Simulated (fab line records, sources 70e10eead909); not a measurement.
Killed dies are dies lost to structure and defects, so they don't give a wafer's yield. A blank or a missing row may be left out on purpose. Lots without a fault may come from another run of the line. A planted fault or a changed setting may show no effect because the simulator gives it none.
One fault seen from 2 desks | flow nand_harc | each desk has only its own numbers; what lay behind them comes last

THE TOOL OWNER'S DESK: pvd_sputter-03
The tool's own readings at NHARC_P_M0_PVD_21 (deposits Cu, target thk 30 nm, time 20.49 s): means of the sampled wafers that have a number, for each lot that ran on this tool. A lot is out of limits, marked OUT, if its mean lies more than 4 standard deviations from the usual mean; the brackets give that distance.
Columns: A = throttle_valve_pct at NHARC_P_M0_PVD_21, usual 30.1 %
lot  | first seen here | A
L500 | day 8 22:38     | 29.9
L508 | day 12 21:25    | 30.0
L509 | day 12 23:03    | 30.4
This desk's finding: nothing out of limits on any of the 3 lots.

THE METROLOGY DESK
What the gauges read, lot by lot, whatever tool the lot ran on: means of the sampled wafers that have a number. A lot is out of limits, marked OUT, if its mean lies more than 4 standard deviations from the usual mean; the brackets give that distance.
Columns: A = cd_nm at NHARC_THIN_TSV_CD_MEAS_12, usual 1000.5 nm; B = cd_nm at NHARC_THIN_TSV_CD_MEAS_16, usual 1000.5 nm
lot  | first seen here | A      | B
L493 | day 23 23:17    | 1001.5 | 1002.0
L495 | day 24 09:16    | 1000.3 | 1000.0
L497 | day 24 22:35    | 999.4  | 998.5
L496 | day 24 23:42    | 1002.1 | 1001.5
L498 | day 25 14:30    | 998.7  | 999.5
L499 | day 25 23:15    | 1000.8 | 1000.3
L500 | day 26 07:24    | 1002.2 | 1002.9
L508 | day 31 01:31    | 997.9  | 998.8
L509 | day 31 02:29    | 999.3  | 999.2
L510 | day 31 13:28    | 1000.0 | 1000.0
L511 | day 31 17:47    | 1002.0 | 1002.0
L512 | day 32 04:20    | 1000.8 | 1000.9
L514 | day 34 00:00    | 998.7  | 999.2
This desk's finding: nothing out of limits on any of the 13 lots.

PUT TOGETHER
The tool owner's desk saw nothing out of limits.
The metrology desk saw nothing out of limits.

WHAT THE SIMULATOR HAD PUT IN
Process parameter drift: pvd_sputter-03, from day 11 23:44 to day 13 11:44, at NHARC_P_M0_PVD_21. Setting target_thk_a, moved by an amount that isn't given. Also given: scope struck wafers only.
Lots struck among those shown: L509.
